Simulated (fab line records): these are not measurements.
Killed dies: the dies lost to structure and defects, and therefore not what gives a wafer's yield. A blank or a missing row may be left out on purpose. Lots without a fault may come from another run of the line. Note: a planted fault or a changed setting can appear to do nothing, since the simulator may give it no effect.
Check for tools in common || flow nand harc || 39 wafers sampled across 13 lots

WHY THIS WAS OPENED
Flagged at NHARC_A_ONON_D2_INSPECT_32: reading raw defect count, on 2 of 13 lots. Fault-free wafers read 395, with a standard deviation of 160.
Rule: a lot is flagged when every wafer of it that has a number lies more than 4 standard deviations from that mean, or none has a number. All remaining lots are regarded as sound.

{"lot": "L476", "measured": "day 14 14:10", "on": "defect inspect-02", "raw defect count, wafer by wafer": "361 421 391", "flag": ""}
{"lot": "L477", "measured": "day 14 19:58", "on": "defect inspect-02", "raw defect count, wafer by wafer": "628 634 620", "flag": ""}
{"lot": "L479", "measured": "day 15 08:57", "on": "defect inspect-02", "raw defect count, wafer by wafer": "1465 1403 1412", "flag": "FLAGGED"}
{"lot": "L481", "measured": "day 16 04:07", "on": "defect inspect-02", "raw defect count, wafer by wafer": "1619 2149 1819", "flag": "FLAGGED"}
{"lot": "L482", "measured": "day 17 02:16", "on": "defect inspect-02", "raw defect count, wafer by wafer": "222 264 417", "flag": ""}
{"lot": "L485", "measured": "day 18 17:55", "on": "defect inspect-02", "raw defect count, wafer by wafer": "622 532 450", "flag": ""}
{"lot": "L487", "measured": "day 19 00:24", "on": "defect inspect-01", "raw defect count, wafer by wafer": "435 396 468", "flag": ""}
{"lot": "L488", "measured": "day 19 17:45", "on": "defect inspect-01", "raw defect count, wafer by wafer": "567 555 517", "flag": ""}
{"lot": "L489", "measured": "day 19 23:22", "on": "defect inspect-01", "raw defect count, wafer by wafer": "378 426 405", "flag": ""}
{"lot": "L491", "measured": "day 20 21:13", "on": "defect inspect-02", "raw defect count, wafer by wafer": "325 352 449", "flag": ""}
{"lot": "L492", "measured": "day 21 10:43", "on": "defect inspect-02", "raw defect count, wafer by wafer": "297 233 320", "flag": ""}
{"lot": "L495", "measured": "day 22 20:01", "on": "defect inspect-01", "raw defect count, wafer by wafer": "193 321 256", "flag": ""}
{"lot": "L494", "measured": "day 22 20:09", "on": "defect inspect-02", "raw defect count, wafer by wafer": "478 252 258", "flag": ""}
The mean of the flagged lots' numbers is 1644, +1250 from the usual (+8 standard deviations).

WHICH TOOL RAN EACH LOT
The record holds 2 process steps before the reading, out of a route of 1302 steps. Read each cell as the tool, then ch plus the chambers that the sampled wafers visited, then the start.
{"lot": "L476", "flag": "", "NHARC_A_ONON_D2_DEP_28": "pecvd onon-04 ch 0, day 14 13:07", "NHARC_A_ONON_D2_DEP_33": "pecvd-03 ch 0,1, day 14 13:41"}
{"lot": "L477", "flag": "", "NHARC_A_ONON_D2_DEP_28": "pecvd onon-04 ch 0, day 14 18:54", "NHARC_A_ONON_D2_DEP_33": "pecvd-01 ch 0,1,2, day 14 19:28"}
{"lot": "L479", "flag": "FLAGGED", "NHARC_A_ONON_D2_DEP_28": "pecvd onon-04 ch 0, day 15 07:54", "NHARC_A_ONON_D2_DEP_33": "pecvd-04 ch 0,1,2, day 15 08:28"}
{"lot": "L481", "flag": "FLAGGED", "NHARC_A_ONON_D2_DEP_28": "pecvd onon-04 ch 0, day 16 03:07", "NHARC_A_ONON_D2_DEP_33": "pecvd-01 ch 0,1,2, day 16 03:43"}
{"lot": "L482", "flag": "", "NHARC_A_ONON_D2_DEP_28": "pecvd onon-02 ch 0, day 17 01:17", "NHARC_A_ONON_D2_DEP_33": "pecvd-01 ch 0,2, day 17 01:47"}
{"lot": "L485", "flag": "", "NHARC_A_ONON_D2_DEP_28": "pecvd onon-03 ch 0, day 18 16:55", "NHARC_A_ONON_D2_DEP_33": "pecvd-04 ch 0,1,2, day 18 17:31"}
{"lot": "L487", "flag": "", "NHARC_A_ONON_D2_DEP_28": "pecvd onon-03 ch 0, day 18 23:22", "NHARC_A_ONON_D2_DEP_33": "pecvd-03 ch 0,1,2, day 18 23:56"}
{"lot": "L488", "flag": "", "NHARC_A_ONON_D2_DEP_28": "pecvd onon-02 ch 0, day 19 16:49", "NHARC_A_ONON_D2_DEP_33": "pecvd-01 ch 1,2, day 19 17:16"}
{"lot": "L489", "flag": "", "NHARC_A_ONON_D2_DEP_28": "pecvd onon-04 ch 0, day 19 22:22", "NHARC_A_ONON_D2_DEP_33": "pecvd-03 ch 0,2, day 19 22:53"}
{"lot": "L491", "flag": "", "NHARC_A_ONON_D2_DEP_28": "pecvd onon-03 ch 0, day 20 20:17", "NHARC_A_ONON_D2_DEP_33": "pecvd-03 ch 0,2, day 20 20:50"}
{"lot": "L492", "flag": "", "NHARC_A_ONON_D2_DEP_28": "pecvd onon-03 ch 0, day 21 09:38", "NHARC_A_ONON_D2_DEP_33": "pecvd-04 ch 0,1,2, day 21 10:13"}
{"lot": "L495", "flag": "", "NHARC_A_ONON_D2_DEP_28": "pecvd onon-02 ch 0, day 22 19:05", "NHARC_A_ONON_D2_DEP_33": "pecvd-03 ch 0,1,2, day 22 19:37"}
{"lot": "L494", "flag": "", "NHARC_A_ONON_D2_DEP_28": "pecvd onon-03 ch 0, day 22 19:05", "NHARC_A_ONON_D2_DEP_33": "pecvd-01 ch 0,1, day 22 19:40"}
What these steps do:
- NHARC_A_ONON_D2_DEP_28: target thk 1000 nm.
- NHARC_A_ONON_D2_DEP_33: deposits SiO2, target thk 200 nm.
- NHARC_A_ONON_D2_INSPECT_32

FLAGGED AGAINST TOTAL, ONE TOOL AT A TIME (gauges that did the reading follow at the end)
{"step": "NHARC_A_ONON_D2_DEP_28", "tool": "pecvd onon-02", "lots run": 3, "flagged": 0, "share of the flagged lots": "none", "sound lots run after its first flagged lot": "-"}
{"step": "NHARC_A_ONON_D2_DEP_28", "tool": "pecvd onon-03", "lots run": 5, "flagged": 0, "share of the flagged lots": "none", "sound lots run after its first flagged lot": "-"}
{"step": "NHARC_A_ONON_D2_DEP_28", "tool": "pecvd onon-04", "lots run": 5, "flagged": 2, "share of the flagged lots": "all", "sound lots run after its first flagged lot": "1 (L489)"}
{"step": "NHARC_A_ONON_D2_DEP_33", "tool": "pecvd-01", "lots run": 5, "flagged": 1, "share of the flagged lots": "some", "sound lots run after its first flagged lot": "3 (L482,L488,L494)"}
{"step": "NHARC_A_ONON_D2_DEP_33", "tool": "pecvd-03", "lots run": 5, "flagged": 0, "share of the flagged lots": "none", "sound lots run after its first flagged lot": "-"}
{"step": "NHARC_A_ONON_D2_DEP_33", "tool": "pecvd-04", "lots run": 3, "flagged": 1, "share of the flagged lots": "some", "sound lots run after its first flagged lot": "2 (L485,L492)"}
{"step": "NHARC_A_ONON_D2_INSPECT_32", "tool": "defect inspect-01", "lots run": 4, "flagged": 0, "share of the flagged lots": "none", "sound lots run after its first flagged lot": "-"}
{"step": "NHARC_A_ONON_D2_INSPECT_32", "tool": "defect inspect-02", "lots run": 9, "flagged": 2, "share of the flagged lots": "all", "sound lots run after its first flagged lot": "5 (L482,L485,L491,L492,L494)"}

THE TABLE: WHAT IT ALLOWS
In 2 table rows, all flagged lots were run: pecvd onon-04 (NHARC_A_ONON_D2_DEP_28), defect inspect-02 (NHARC_A_ONON_D2_INSPECT_32).
- pecvd onon-04 at NHARC_A_ONON_D2_DEP_28 ran 5 lots, 2 of them flagged. After the first flagged lot (L489), sound lots still ran on it; a lasting fault on the whole tool would not permit that.
- defect inspect-02 at NHARC_A_ONON_D2_INSPECT_32 ran 9 lots, 2 of them flagged. After the first flagged lot (L482, L485, L491, L492, L494), sound lots still ran on it; a lasting fault on the whole tool would not permit that.
Every row of the table either missed a flagged lot or ran a sound lot after the first.

WHAT HAD BEEN PUT IN BY THE SIMULATOR
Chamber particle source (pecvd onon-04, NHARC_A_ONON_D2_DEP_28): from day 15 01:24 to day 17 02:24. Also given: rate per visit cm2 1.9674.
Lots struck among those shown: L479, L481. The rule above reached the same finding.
